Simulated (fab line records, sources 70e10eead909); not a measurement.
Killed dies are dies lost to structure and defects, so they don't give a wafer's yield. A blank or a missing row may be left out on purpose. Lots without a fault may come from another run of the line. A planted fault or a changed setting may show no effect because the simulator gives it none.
fab line records | flow nand_harc
record lots=7 wafers=21 last_day=34
route steps=1302 shown A_M0@1164 A_M1@1169 END@1302
lots that met no fault: from a run of the same line without faults
start_h: hours from the record's first day to the start of the lot's first wafer shown | wait_h: hours since the lot's step before | " the same as in the row above | L1.1+2: a row that stands for several wafers | - no value, or no start given | * or withheld: withheld | < > ~ a bound
route shown NAME@n: a module of which the file shows steps, and the number in the route of the first | usual: mean/standard deviation of fault-free wafers | same: alike in all rows | chamber/n: place in a boat | sites: the reading at each site | _std_site: their standard deviation | _edge_site: outer sites' mean less inner sites' | radius_mm: how far each site lies from the wafer's centre | mask NAME#n: copy n | behind: the tool/chamber that last shaped the wafer | hold: why the lot was held/for how many hours/how that ended | device: the transistor (n, p or np) that didn't switch | end of line: the same wafers' tests at the end of the route | a step without rows: its recipe alone | killed: dies lost to structure and defects at the first sort, not the wafer's yield | map: a wafer's dies, x killed, . not, _ none there
set.NAME: the setting as run; set.NAME@STEP: as run at that earlier step | model.NAME: the simulator's own value behind a step, which no gauge read
lots at some steps of the route; a table a step, a row a wafer
services: from which hour (start_h, from the record's first day; less than 0 if before it) a tool's chamber was out of use, for how many hours, and why
## steps
# step NHARC_A_M0_SRD_25
# step NHARC_A_M0_INSPECT_27
# usual raw_defect_count=536/130
# columns lot.wafer tool chamber start_h wait_h raw_defect_count
L629.1 defect_inspect-02 - 535.41 0.0 488
L629.2 " - " " 356
L629.4 " - " " 474
L631.2 defect_inspect-02 - 560.02 0.0 571
L631.3 " - " " 477
L631.6 " - " " 433
L636.1 defect_inspect-01 - 620.24 0.0 489
L636.3 " - " " 474
L636.6 " - " " 568
L640.1 defect_inspect-01 - 654.61 0.0 606
L640.5 " - " " 672
L640.6 " - " " 583
L648.2 defect_inspect-02 - 734.89 0.0 330
L648.3 " - " " 346
L648.6 " - " " 347
L649.1 defect_inspect-02 - 739.49 0.0 475
L649.2 " - " " 586
L649.6 " - " " 468
L650.2 defect_inspect-02 - 762.20 6.0 457
L650.3 " - " " 564
L650.6 " - " " 513
# step NHARC_A_M0_PRE_CLEAN_31
# recipe time_s=12 temp_c=370 rf_power_w=300 gas=NH3
# usual heater_power_w=662/52
# columns lot.wafer tool chamber start_h wait_h heater_power_w
L629.1 pecvd-01 2 535.49 0.1 632
L629.2 " 0 " " 679
L629.4 " 1 " " 661
L631.3 pecvd-01 1 560.09 0.1 681
L631.2 " 0 " " 626
L631.6 " 1 " " 704
L636.1 pecvd-01 2 620.30 0.1 709
L636.3 " 0 " " 612
L636.6 " 1 " " 669
L640.1 pecvd-04 0 654.69 0.1 605
L640.6 " 2 " " 689
L640.5 " 0 " " 593
L648.2 pecvd-04 0 734.96 0.1 565
L648.3 " 1 " " 704
L648.6 " 0 " " 552
L649.1 pecvd-01 2 739.56 0.1 705
L649.2 " 0 " " 646
L649.6 " 1 " " 702
L650.2 pecvd-03 0 762.69 0.5 548
L650.3 " 2 " " 667
L650.6 " 2 " " 646
# step NHARC_A_M0_DEP_32
# recipe target_thk_a=300 temp_c=370 target_thk_nm=30 pressure_torr=3 flow_sccm=200 rf_w=450 material=SiCN
# usual heater_power_w=616/55
# columns lot.wafer tool chamber start_h wait_h heater_power_w
L629.1 pecvd-01 2 535.60 0.1 641
L629.2 " 0 " " 523
L629.4 " 1 " " 662
L631.3 pecvd-01 1 560.17 0.1 658
L631.2 " 0 " " 543
L631.6 " 1 " " 638
L636.1 pecvd-01 2 620.39 0.1 675
L636.3 " 0 " " 562
L636.6 " 1 " " 609
L640.1 pecvd-04 0 654.80 0.1 539
L640.6 " 2 " " 596
L640.5 " 0 " " 532
L648.2 pecvd-04 0 735.04 0.1 530
L648.3 " 1 " " 613
L648.6 " 0 " " 528
L649.1 pecvd-01 2 739.63 0.1 715
L649.2 " 0 " " 616
L649.6 " 1 " " 679
L650.2 pecvd-03 0 762.77 0.1 590
L650.3 " 2 " " 701
L650.6 " 2 " " 709
# step NHARC_A_M1_DEP_00
# recipe target_thk_a=1825 target_thk_nm=182.5 temp_c=withheld pressure_torr=5 flow_sccm=200 rf_w=600 material=SiOC
# step NHARC_A_M1_DEHYDRATE_01
# recipe temp_c=150 time_s=120
# step NHARC_A_M1_HMDS_02
# recipe time_s=30
# step NHARC_A_M1_COAT_34
# recipe temp_c=200 time_s=65
# step NHARC_A_M1_COAT_03
# recipe spin_rpm=1500 resist_thk_nm=90
# step NHARC_A_M1_SOFTBAKE_04
# recipe temp_c=105 time_s=55
# step NHARC_A_M1_EBR_05
# step NHARC_A_M1_EXPOSE_06
# recipe na=1.35 target_cd_nm=120 dose_mj=75.13 mask_id=A_M1
# usual exposure_dose_mJ_cm2=75.03/0.084
# columns lot.wafer tool chamber start_h wait_h mask exposure_dose_mJ_cm2
L629.1 arfi_scanner-03 0 536.66 - A_M1#0 74.87
L629.2 " 0 " " A_M1#0 74.82
L629.4 " 0 " " A_M1#0 74.92
L631.2 arfi_scanner-02 0 561.16 - A_M1#0 75.04
L631.3 " 0 " " A_M1#0 75.05
L631.6 " 0 " " A_M1#0 75.09
L636.1 arfi_scanner-02 0 621.35 - A_M1#0 75.03
L636.3 " 0 " " A_M1#0 74.97
L636.6 " 0 " " A_M1#0 75.05
L640.1 arfi_scanner-03 0 655.86 - A_M1#0 75.04
L640.5 " 0 " " A_M1#0 74.94
L640.6 " 0 " " A_M1#0 75.01
L648.2 arfi_scanner-03 0 736.15 - A_M1#0 70.79
L648.3 " 0 " " A_M1#0 70.73
L648.6 " 0 " " A_M1#0 70.74
L649.1 arfi_scanner-03 0 740.73 - A_M1#0 71.35
L649.2 " 0 " " A_M1#0 71.51
L649.6 " 0 " " A_M1#0 71.43
L650.2 arfi_scanner-03 0 763.73 - A_M1#0 72.22
L650.3 " 0 " " A_M1#0 72.27
L650.6 " 0 " " A_M1#0 72.34
# step NHARC_A_M1_PEB_07
# recipe peb_temp_c=100 peb_time_s=65
# step NHARC_A_M1_DEVELOP_08
# recipe develop_time_s=35 dev_temp_c=23
# step NHARC_A_M1_CD_MEAS_09
# recipe target_cd_nm=120 landing_energy_ev=500
# usual cd_nm=120.0/0.46
# columns lot.wafer tool chamber start_h wait_h cd_nm
L629.1 cd_sem-02 0 536.80 - 119.7
L629.2 " 0 " " 120.2
L629.4 " 0 " " 119.8
L631.2 cd_sem-01 0 561.30 - 120.3
L631.3 " 0 " " 120.2
L631.6 " 0 " " 120.2
L636.1 cd_sem-02 0 621.49 - 119.9
L636.3 " 0 " " 120.3
L636.6 " 0 " " 119.8
L640.1 cd_sem-01 0 656.00 - 120.4
L640.5 " 0 " " 120.3
L640.6 " 0 " " 119.8
L648.2 cd_sem-03 0 736.29 - 116.0
L648.3 " 0 " " 115.1
L648.6 " 0 " " 116.3
L649.1 cd_sem-02 0 740.87 - 117.6
L649.2 " 0 " " 117.5
L649.6 " 0 " " 117.4
L650.2 cd_sem-03 0 763.87 - 118.5
L650.3 " 0 " " 118.3
L650.6 " 0 " " 118.2
# step NHARC_A_M1_OVL_MEAS_10
# recipe pitch_nm=240
# usual overlay_x_nm=-0.1/0.96 overlay_y_nm=0.0/0.97
# columns lot.wafer tool chamber start_h wait_h overlay_x_nm overlay_y_nm
L629.1 overlay-02 - 536.89 - -1.2 0.0
L629.2 " - " " -1.6 0.1
L629.4 " - " " -1.7 -0.3
L631.2 overlay-02 - 561.38 - -1.3 0.1
L631.3 " - " " -0.6 0.1
L631.6 " - " " -0.8 -0.2
L636.1 overlay-02 - 621.58 - -1.6 -0.3
L636.3 " - " " -1.7 -0.1
L636.6 " - " " -1.3 -0.5
L640.1 overlay-01 - 656.09 - 1.0 -0.3
L640.5 " - " " 0.4 0.3
L640.6 " - " " 0.7 0.0
L648.2 overlay-01 - 736.37 - 1.8 0.0
L648.3 " - " " 1.3 -0.1
L648.6 " - " " 1.4 0.1
L649.1 overlay-02 - 740.96 - 0.2 0.5
L649.2 " - " " 0.5 0.4
L649.6 " - " " 0.0 0.2
L650.2 overlay-01 - 763.96 - -0.6 1.1
L650.3 " - " " -0.9 0.5
L650.6 " - " " -0.3 0.0
# step NHARC_A_M1_INSPECT_11
# usual raw_defect_count=79/32
# columns lot.wafer tool chamber start_h wait_h raw_defect_count
L629.1 defect_inspect-02 - 536.92 0.0 26
L629.2 " - " " 26
L629.4 " - " " 22
L631.2 defect_inspect-01 - 561.42 0.0 119
L631.3 " - " " 110
L631.6 " - " " 122
L636.1 defect_inspect-01 - 621.61 0.0 100
L636.3 " - " " 104
L636.6 " - " " 128
L640.1 defect_inspect-02 - 656.12 0.0 72
L640.5 " - " " 80
L640.6 " - " " 84
L648.2 defect_inspect-02 - 736.41 0.0 45
L648.3 " - " " 39
L648.6 " - " " 27
L649.1 defect_inspect-02 - 741.00 0.0 112
L649.2 " - " " 105
L649.6 " - " " 103
L650.2 defect_inspect-02 - 763.99 0.0 59
L650.3 " - " " 48
L650.6 " - " " 65
# step NHARC_A_M1_DESCUM_14
# recipe time_s=3 o2_flow_sccm=200 ar_flow_sccm=0 bias_power_w=0 chemistry=O2
# usual drypump_motor_current_A=5.6/0.54 o2_flow_sccm=199.9/0.54 oes_product_au=0.998/0.0076 rf_vpp_V=57.8/1 showerhead_plenum_p_Torr=1.91/0.09 throttle_valve_pct=11.311/0.0089
# columns lot.wafer tool chamber start_h wait_h drypump_motor_current_A o2_flow_sccm oes_product_au rf_hours_counter_h rf_vpp_V showerhead_plenum_p_Torr throttle_valve_pct model.A_M1.cd_nm
L629.4 rie_diel-02 1 536.98 0.1 4.9 200.5 0.992 3 57.9 1.92 11.296 120.4
L629.2 " 2 " " 5.3 201.5 1.002 3 59.5 2.01 11.304 120.6
L629.1 " 3 " " 6.6 200.0 1.007 4 57.7 1.94 11.313 120.7
L631.3 rie_diel-12 0 561.48 0.1 5.2 199.6 1.006 6 58.3 1.77 11.310 119.7
L631.2 " 1 " " 5.3 200.5 0.990 6 58.9 2.04 11.314 120.5
L631.6 " 0 " " 5.2 199.9 0.999 - 56.9 1.77 11.305 119.8
L636.1 rie_diel-10 2 621.68 0.1 6.4 199.3 0.984 0 56.1 1.82 11.310 119.9
L636.3 " 0 " " 5.4 199.8 0.988 1 57.3 1.91 11.304 120.3
L636.6 " 2 " " 6.4 199.9 1.005 - 54.6 1.82 11.308 120.2
L640.1 rie_diel-12 2 656.19 0.1 5.8 200.5 1.001 2 57.2 1.81 11.312 119.8
L640.5 " 1 " " 5.3 200.7 0.999 - 58.5 2.04 11.313 120.4
L640.6 " 2 " " 5.9 200.2 1.007 - 59.0 1.81 11.313 119.8
L648.2 rie_diel-10 3 736.48 0.1 5.1 200.8 0.997 4 58.1 2.05 11.314 116.3
L648.3 " 1 " " 6.3 199.8 1.006 12 57.5 1.94 11.303 115.7
L648.6 " 3 " " 5.1 200.4 0.998 - 58.3 2.05 11.308 116
L649.1 rie_diel-12 1 741.06 0.1 5.3 200.3 0.995 6 58.2 2.04 11.321 118
L649.2 " 3 " " 5.9 202.0 0.997 6 58.9 1.82 11.305 117.7
L649.6 " 2 " " 5.9 199.9 0.991 - 59.1 1.81 11.307 117.2
L650.2 rie_diel-12 2 764.05 0.1 5.9 199.4 1.005 7 57.6 1.81 11.321 118
L650.3 " 0 " " 5.2 199.7 1.002 6 56.5 1.77 11.300 118.1
L650.6 " 3 " " 5.9 200.3 0.999 - 57.7 1.82 11.308 118.6
# step NHARC_A_M1_ETCH_35
# recipe target_depth_a=400 overetch_a=120 time_s=43.94 ion_energy_ev=200 n2_flow_sccm=150 h2_flow_sccm=150 ar_flow_sccm=0 rf_w=400 bias_w=150 chemistry=N2/H2
# usual drypump_motor_current_A=5.6/0.54 oes_product_au=1.001/0.0075 rf_vpp_V=430.2/2.8 showerhead_plenum_p_Torr=2.03/0.097 throttle_valve_pct=14.171/0.0092
# columns lot.wafer tool chamber start_h wait_h drypump_motor_current_A oes_product_au rf_hours_counter_h rf_vpp_V showerhead_plenum_p_Torr throttle_valve_pct
L629.2 rie_diel-02 1 537.07 0.1 4.9 0.996 3 430.5 2.05 14.166
L629.1 " 2 " " 5.4 0.994 3 434.0 2.15 14.167
L629.4 " 0 " " 5.4 1.005 4 431.1 2.01 14.173
L631.2 rie_diel-12 3 561.59 0.1 5.9 1.001 6 429.2 1.94 14.179
L631.3 " 0 " " 5.1 1.009 6 427.1 1.89 14.167
L631.6 " 0 " " 5.2 1.012 - 428.2 1.89 14.184
L636.1 rie_diel-10 1 621.77 0.1 6.3 0.995 1 431.1 2.07 14.164
L636.3 " 2 " " 6.5 1.001 0 427.0 1.94 14.169
L636.6 " 0 " " 5.4 0.996 - 430.9 2.03 14.176
L640.1 rie_diel-12 3 656.27 0.1 5.9 1.007 2 427.9 1.94 14.178
L640.6 " 3 " " 5.9 0.999 - 427.9 1.94 14.161
L640.5 " 0 " " 5.2 1.006 - 427.4 1.88 14.168
L648.3 rie_diel-10 0 736.57 0.1 5.4 0.997 9 430.3 2.03 14.185
L648.2 " 1 " " 6.3 1.007 12 431.4 2.06 14.170
L648.6 " 2 " " 6.4 0.992 - 428.8 1.94 14.157
L649.1 rie_diel-12 3 741.16 0.1 5.9 1.003 6 428.5 1.93 14.156
L649.2 " 0 " " 5.2 1.001 6 425.7 1.88 14.161
L649.6 " 2 " " 5.9 1.015 - 426.9 1.93 14.169
L650.3 rie_diel-12 0 764.16 0.1 5.2 1.002 6 426.2 1.88 14.176
L650.2 " 2 " " 5.9 0.991 7 427.1 1.93 14.175
L650.6 " 0 " " 5.2 1.006 - 426.8 1.88 14.196
# step NHARC_A_M1_ETCH_15
# recipe target_depth_a=1825 time_s=91.2 c4f8_flow_sccm=withheld ar_flow_sccm=400 rf_w=600 bias_w=300 chemistry=C4F8/Ar
# usual oes_product_au=0.944/0.023 rf_vpp_V=440.4/2.7
# columns lot.wafer tool chamber start_h wait_h oes_product_au rf_hours_counter_h rf_vpp_V
L629.2 rie_diel-02 2 - - 0.965 3 443.3
L629.4 " 3 " " 0.980 4 442.0
L629.1 " 1 " " 0.959 3 441.2
L631.3 rie_diel-12 1 - - 0.940 6 444.7
L631.2 " 3 " " 0.932 6 438.0
L631.6 " 1 " " 0.935 - 444.1
L636.1 rie_diel-10 3 - - 0.967 1 444.6
L636.3 " 1 " " 0.959 1 441.8
L636.6 " 3 " " 0.977 - 443.3
L640.1 rie_diel-12 2 - - 0.923 2 437.0
L640.6 " 3 " " 0.924 - 438.8
L640.5 " 0 " " 0.921 - 437.0
L648.2 rie_diel-10 2 - - 0.942 8 438.2
L648.3 " 3 " " 0.948 4 445.7
L648.6 " 1 " " 0.955 - 442.0
L649.2 rie_diel-12 1 - - 0.951 6 444.0
L649.1 " 2 " " 0.958 6 438.5
L649.6 " 1 " " 0.948 - 444.5
L650.3 rie_diel-12 3 - - 0.916 7 438.1
L650.2 " 0 " " 0.930 6 436.5
L650.6 " 0 " " 0.923 - 436.4
# step NHARC_A_M1_CD_MEAS_16
# usual cd_nm=120.0/0.56
# columns lot.wafer tool chamber start_h wait_h cd_nm
L629.1 cd_sem-01 - 537.29 - 120.1
L629.2 " - " " 120.3
L629.4 " - " " 119.9
L631.2 cd_sem-03 - 561.83 - 120.1
L631.3 " - " " 119.5
L631.6 " - " " 120.1
L636.1 cd_sem-02 - 621.98 - 119.9
L636.3 " - " " 120.1
L636.6 " - " " 120.4
L640.1 cd_sem-03 - 656.49 - 119.8
L640.5 " - " " 120.3
L640.6 " - " " 120.2
L648.2 cd_sem-01 - 736.78 - 116.5
L648.3 " - " " 115.9
L648.6 " - " " 116.2
L649.1 cd_sem-02 - 741.36 - 118.1
L649.2 " - " " 117.9
L649.6 " - " " 117.0
L650.2 cd_sem-02 - 764.41 - 117.5
L650.3 " - " " 117.7
L650.6 " - " " 118.5
# step NHARC_A_M1_STRIP_18
# recipe power_w=1000 n2_flow_sccm=150 h2_flow_sccm=150 ar_flow_sccm=0 bias_w=0 chemistry=N2/H2
# usual drypump_motor_current_A=5.6/0.53 oes_product_au=0.998/0.0077 rf_vpp_V=90.6/0.97 showerhead_plenum_p_Torr=2.03/0.096 throttle_valve_pct=14.171/0.0088
# columns lot.wafer tool chamber start_h wait_h drypump_motor_current_A oes_product_au rf_hours_counter_h rf_vpp_V showerhead_plenum_p_Torr throttle_valve_pct
L629.2 rie_diel-12 0 537.36 0.1 5.2 1.014 3.8 89.6 1.89 14.152
L629.1 " 1 " " 5.3 1.008 4.1 91.1 2.18 14.172
L629.4 " 1 " " 5.3 1.009 - 90.5 2.18 14.180
L631.3 rie_diel-02 3 561.93 0.1 6.6 1.004 4.5 90.6 2.07 14.189
L631.2 " 0 " " 5.4 0.993 4.5 90.0 2.01 14.159
L631.6 " 3 " " 6.6 0.994 - 91.3 2.07 14.185
L636.3 rie_diel-02 0 622.05 0.1 5.4 1.000 1.3 90.8 2.01 14.169
L636.1 " 2 " " 5.3 1.001 1.3 92.5 2.15 14.169
L636.6 " 0 " " 5.4 1.010 - 91.1 2.01 14.161
L640.1 rie_diel-10 1 656.64 0.1 6.3 1.002 3.7 90.7 2.07 14.158
L640.6 " 2 " " 6.5 0.982 - 90.1 1.94 14.161
L640.5 " 3 " " 5.1 1.010 - 92.0 2.19 14.166
L648.3 rie_diel-12 3 736.88 0.1 5.9 0.999 6.2 88.3 1.93 14.167
L648.2 " 1 " " 5.3 0.990 6.4 90.5 2.18 14.174
L648.6 " 2 " " 5.9 0.995 - 89.7 1.93 14.160
L649.1 rie_diel-10 2 741.46 0.1 6.4 0.981 8.5 89.4 1.94 14.183
L649.2 " 3 " " 5.1 0.994 3.9 92.1 2.19 14.166
L649.6 " 2 " " 6.4 0.982 - 90.7 1.94 14.179
L650.3 rie_diel-10 1 764.48 0.1 6.3 1.001 12.4 90.2 2.06 14.151
L650.2 " 0 " " 5.4 1.005 8.8 89.4 2.03 14.171
L650.6 " 1 " " 6.3 1.003 - 91.9 2.06 14.173
# step NHARC_A_M1_ETCH_28
# recipe target_depth_a=300 over_etch_frac=0.3 time_s=72.99 ion_energy_ev=150 cf4_flow_sccm=50 n2_flow_sccm=100 ar_flow_sccm=150 rf_w=300 bias_w=100 chemistry=CF4/N2
# usual drypump_motor_current_A=5.7/0.53 oes_product_au=1.000/0.0093 rf_vpp_V=313.9/2.1 showerhead_plenum_p_Torr=2.61/0.11 throttle_valve_pct=19.793/0.0088
# columns lot.wafer tool chamber start_h wait_h drypump_motor_current_A oes_product_au rf_hours_counter_h rf_vpp_V showerhead_plenum_p_Torr throttle_valve_pct model.A_M1.cd_nm
L629.2 rie_diel-12 1 - - 5.3 1.002 4.1 315.8 2.79 19.797 120.3
L629.1 " 3 " " 5.9 1.010 3.9 312.0 2.51 19.786 120.9
L629.4 " 0 " " 5.2 1.015 - 309.8 2.44 19.788 120.5
L631.3 rie_diel-02 0 - - 5.4 0.997 4.6 313.0 2.59 19.800 119.2
L631.2 " 1 " " 4.9 1.011 4.1 313.7 2.64 19.790 119.9
L631.6 " 1 " " 4.9 1.002 - 313.4 2.64 19.780 118.9
L636.1 rie_diel-02 2 - - 5.3 0.999 1.3 317.7 2.75 19.785 120
L636.3 " 0 " " 5.4 1.013 1.4 314.5 2.59 19.786 120
L636.6 " 2 " " 5.3 1.003 - 316.0 2.75 19.799 120.9
L640.1 rie_diel-10 2 - - 6.5 1.000 3.3 312.2 2.51 19.811 120.4
L640.5 " 1 " " 6.3 1.008 - 314.8 2.66 19.810 120.8
L640.6 " 2 " " 6.5 0.994 - 313.0 2.51 19.790 119.9
L648.2 rie_diel-12 3 - - 5.9 0.989 6.3 312.3 2.50 19.783 116.6
L648.3 " 2 " " 5.8 1.013 6.3 312.2 2.49 19.774 115.9
L648.6 " 3 " " 5.9 1.001 - 311.8 2.50 19.790 115.9
L649.2 rie_diel-10 3 - - 5.1 0.993 3.9 317.0 2.80 19.796 118.2
L649.1 " 0 " " 5.4 0.991 8.6 313.4 2.61 19.798 118
L649.6 " 0 " " 5.4 0.984 - 314.1 2.61 19.789 117.3
L650.2 rie_diel-10 0 - - 5.4 0.990 8.9 312.9 2.61 19.789 117.5
L650.3 " 3 " " 5.1 0.990 4.1 316.0 2.80 19.789 118.4
L650.6 " 1 " " 6.3 0.993 - 314.1 2.65 19.795 118.6
# step NHARC_A_M1_STRIP_19
# recipe time_s=600 temp_c=30 chemistry=post_etch_residue_remover
# step NHARC_END_SORT_01
# recipe temp_c=25
# usual defect_limited_yield=91.6/2.6 killed_at_array=52/17 killed_at_other=0.8/1.1 killed_at_periphery=3.2/2.2 killed_dies=57/17 killed_open=3.4/1.8 killed_short=2.4/1.6 sort_bin_2_pct=2.9/1.1 sort_bin_3_pct=0.6/0.38 sort_bin_4_pct=4.8/1.5 sort_n_pass=620/17 sort_rim_yield_pct=92/4.9 sort_yield_pct=91.6/2.6
# same gross_dies=677 sort_bin_5_pct[%]=0 sort_bin_6_pct[%]=0 sort_bin_7_pct[%]=0 sort_bin_8_pct[%]=0 sort_rim_n_gross=106.00
# columns lot.wafer tool chamber start_h wait_h defect_limited_yield[%] killed_at_array killed_at_other killed_at_periphery killed_dies killed_open killed_short sort_bin_2_pct[%] sort_bin_3_pct[%] sort_bin_4_pct[%] sort_n_pass sort_rim_yield_pct[%] sort_yield_pct[%]
L629.1 prober-01 0 575.71 2.5 95.3 28 0 4 32 4 2 1.8 0.1 2.8 645 96 95.3
L629.2 prober-01 0 576.50 2.8 96.5 21 0 3 24 2 0 0.7 0 2.8 653 95 96.5
L629.4 prober-01 0 578.10 3.4 96.3 21 0 4 25 3 2 1.0 0.1 2.5 652 97 96.3
L631.2 prober-02 0 600.03 2.8 86.0 92 2 1 95 6 3 4.9 1.2 8.0 582 85 86.0
L631.3 prober-02 0 600.83 3.1 90.4 63 1 1 65 0 4 3.1 1.0 5.5 612 78 90.4
L631.6 prober-02 0 603.21 4.0 89.4 69 0 3 72 4 1 4.4 0.4 5.8 605 85 89.4
L636.1 prober-01 0 655.72 2.5 89.7 69 1 0 70 5 1 3.5 0.6 6.2 607 91 89.7
L636.3 prober-01 0 657.31 3.1 90.1 64 0 3 67 1 2 3.2 1.2 5.5 610 90 90.1
L636.6 prober-01 0 659.70 4.0 89.5 66 1 4 71 4 4 3.8 0.4 6.2 606 80 89.5
L640.1 prober-01 0 687.91 2.5 92.2 52 0 1 53 1 4 2.7 0.7 4.4 624 98 92.2
L640.5 prober-01 0 691.08 3.7 91.6 56 0 1 57 3 2 3.1 0.3 5.0 620 95 91.6
L640.6 prober-01 0 691.87 4.0 91.9 49 0 6 55 4 5 2.4 1.0 4.7 622 89 91.9
# killed by level:class
L629.1 A_CHANNEL_HOLE_D2:chamber_film_flake=9 A_CONTACT:chamber_film_flake=4 A_BONDPAD:chamber_film_flake=3 A_ONON_D2:geometric_particle:short=2 P_STI:chamber_film_flake=2 P_M2:chamber_film_flake=2 A_CHANNEL_HOLE_D1:chamber_film_flake=2 A_DECK1_JOINT:chamber_film_flake=2
L629.2 A_STAIRCASE:chamber_film_flake=7 A_CHANNEL_HOLE_D2:chamber_film_flake=4 A_M0:chamber_film_flake=3 A_BONDPAD:chamber_film_flake=3 A_ONON_D2:geometric_particle:open=2 P_M2:chamber_film_flake=2 P_ZERO_WELL:chamber_film_flake=1 A_CHANNEL_HOLE_D1:chamber_film_flake=1
L629.4 A_CHANNEL_HOLE_D2:chamber_film_flake=11 P_M2:chamber_film_flake=3 A_CONTACT:chamber_film_flake=3 A_STAIRCASE:chamber_film_flake=2 P_M0:geometric_particle:open=1 A_ONON_D1:geometric_particle:short=1 A_CHANNEL_FILL_D1:geometric_particle:open=1 A_ONON_D2:geometric_particle:short=1
L631.2 A_SLIT:chamber_film_flake=28 A_CHANNEL_HOLE_D1:chamber_film_flake=27 A_CHANNEL_HOLE_D2:chamber_film_flake=11 A_CONTACT:chamber_film_flake=6 A_STAIRCASE:chamber_film_flake=4 A_ONON_D1:geometric_particle:open=3 A_M0:chamber_film_flake=3 A_ONON_D1:geometric_particle:short=2
L631.3 A_CHANNEL_HOLE_D1:chamber_film_flake=25 A_SLIT:chamber_film_flake=19 A_CONTACT:chamber_film_flake=5 A_M0:chamber_film_flake=4 A_STAIRCASE:chamber_film_flake=2 A_CHANNEL_HOLE_D2:chamber_film_flake=2 A_SGD_CUT:chamber_film_flake=2 A_CHANNEL_HOLE_D1:geometric_particle:short=1
L631.6 A_CHANNEL_HOLE_D1:chamber_film_flake=27 A_SLIT:chamber_film_flake=22 A_CHANNEL_HOLE_D2:chamber_film_flake=9 A_M0:chamber_film_flake=4 A_ZERO_WELL:chamber_film_flake=2 P_CONTACT:geometric_particle:open=1 A_ONON_D1:geometric_particle:open=1 A_CHANNEL_FILL_D1:geometric_particle:open=1
L636.1 A_SLIT:chamber_film_flake=33 A_CHANNEL_HOLE_D1:chamber_film_flake=22 A_M0:geometric_particle:open=3 A_ZERO_WELL:chamber_film_flake=3 A_CHANNEL_FILL_D1:geometric_particle:open=2 A_STAIRCASE:chamber_film_flake=2 A_CONTACT:chamber_film_flake=2 A_CHANNEL_HOLE_D1:geometric_particle:short=1
L636.3 A_CHANNEL_HOLE_D1:chamber_film_flake=35 A_SLIT:chamber_film_flake=19 A_STAIRCASE:chamber_film_flake=3 A_ZERO_WELL:chamber_film_flake=2 A_CHANNEL_HOLE_D2:chamber_film_flake=2 P_CONTACT:geometric_particle:short=1 P_CONTACT:geometric_particle:open=1 A_CHANNEL_FILL_D2:geometric_particle:short=1
L636.6 A_SLIT:chamber_film_flake=25 A_CHANNEL_HOLE_D1:chamber_film_flake=24 A_CONTACT:chamber_film_flake=6 A_DECK1_JOINT:chamber_film_flake=4 A_CHANNEL_FILL_D1:geometric_particle:open=2 A_CHANNEL_FILL_D2:geometric_particle:short=2 P_GATE:geometric_particle:open=1 P_M0:geometric_particle:short=1
L640.1 A_CHANNEL_HOLE_D1:chamber_film_flake=33 A_STAIRCASE:chamber_film_flake=5 A_CHANNEL_FILL_D1:geometric_particle:short=2 A_SLIT:chamber_film_flake=2 A_SGD_CUT:chamber_film_flake=2 A_WL_FILL:chamber_film_flake=2 A_CONTACT:chamber_film_flake=2 P_M2:geometric_particle:short=1
L640.5 A_CHANNEL_HOLE_D1:chamber_film_flake=35 A_STAIRCASE:chamber_film_flake=9 A_SLIT:chamber_film_flake=2 A_WL_FILL:chamber_film_flake=2 P_CONTACT:geometric_particle:open=1 A_CHANNEL_FILL_D1:geometric_particle:short=1 A_ONON_D2:geometric_particle:short=1 A_BLC:geometric_particle:open=1
L640.6 A_CHANNEL_HOLE_D1:chamber_film_flake=25 A_SLIT:chamber_film_flake=5 A_CONTACT:chamber_film_flake=4 A_WL_FILL:chamber_film_flake=3 A_CHANNEL_FILL_D2:geometric_particle:short=2 A_BLC:chamber_film_flake=2 P_GATE:geometric_particle:open=1 P_CONTACT:geometric_particle:open=1
## services
# columns tool chamber start_h hours kind
arfi_scanner-03 - 540.00 4.0 pm
arfi_scanner-03 - 547.71 2.7 repair
rie_diel-02 - 556.03 0.5 repair
rie_diel-02 - 570.80 9.0 pm
rie_diel-10 - 582.43 0.3 repair
rie_diel-10 - 597.62 9.0 pm
arfi_scanner-03 - 597.80 0.2 repair
rie_diel-12 - 622.42 9.0 pm
arfi_scanner-03 - 633.74 0.4 repair
rie_diel-12 0 639.46 5.7 repair
pecvd-01 - 647.51 0.3 repair
rie_diel-02 - 663.93 0.9 repair
arfi_scanner-03 - 664.43 1.7 repair
rie_diel-12 - 671.44 0.9 repair
pecvd-01 - 673.00 13.0 pm
rie_diel-10 3 674.17 32.4 repair
arfi_scanner-03 - 676.02 5.0 repair
rie_diel-10 0 683.60 6.9 repair
rie_diel-10 2 683.68 4.6 repair
arfi_scanner-03 - 712.00 4.0 pm
rie_diel-02 2 734.50 13.0 repair
rie_diel-02 3 734.98 22.3 repair
rie_diel-02 - 747.80 9.0 pm
rie_diel-12 1 754.09 16.6 repair
## key
first_sign step=NHARC_A_M1_EXPOSE_06 reading=exposure_dose_mJ_cm2 direction=down sigmas=42 usual=75.03 struck=71.49
effect step=NHARC_A_M1_CD_MEAS_09 reading=cd_nm direction=down sigmas=6.1 usual=120.0 struck=117.2 through=control_loop
effect step=NHARC_A_M1_CD_MEAS_16 reading=cd_nm direction=down sigmas=5 usual=120.0 struck=117.3 through=control_loop
model_effect step=NHARC_A_M1_DESCUM_14 value=A_M1.cd_nm without=120.1 struck=117.3
model_effect step=NHARC_A_M1_ETCH_28 value=A_M1.cd_nm without=120.2 struck=117.4
met_at NHARC_A_M1_EXPOSE_06
struck_wafers L648.2,L648.3,L648.6,L649.1,L649.2,L649.6,L650.2,L650.3,L650.6
loop_trim step=NHARC_A_M1_EXPOSE_06 setting=dose lots=L649,L650
onset_between 655.86 736.15
fault kind=process_parameter_drift tool=arfi_scanner-03 chamber=- onset_h=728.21 steps=NHARC_A_M1_EXPOSE_06 channel=dose_mj offset=-4.328 shape=step acts_in=these_recipes_only stated=75.13
# loop_trim: a control loop set the setting to another value than it would have without faults
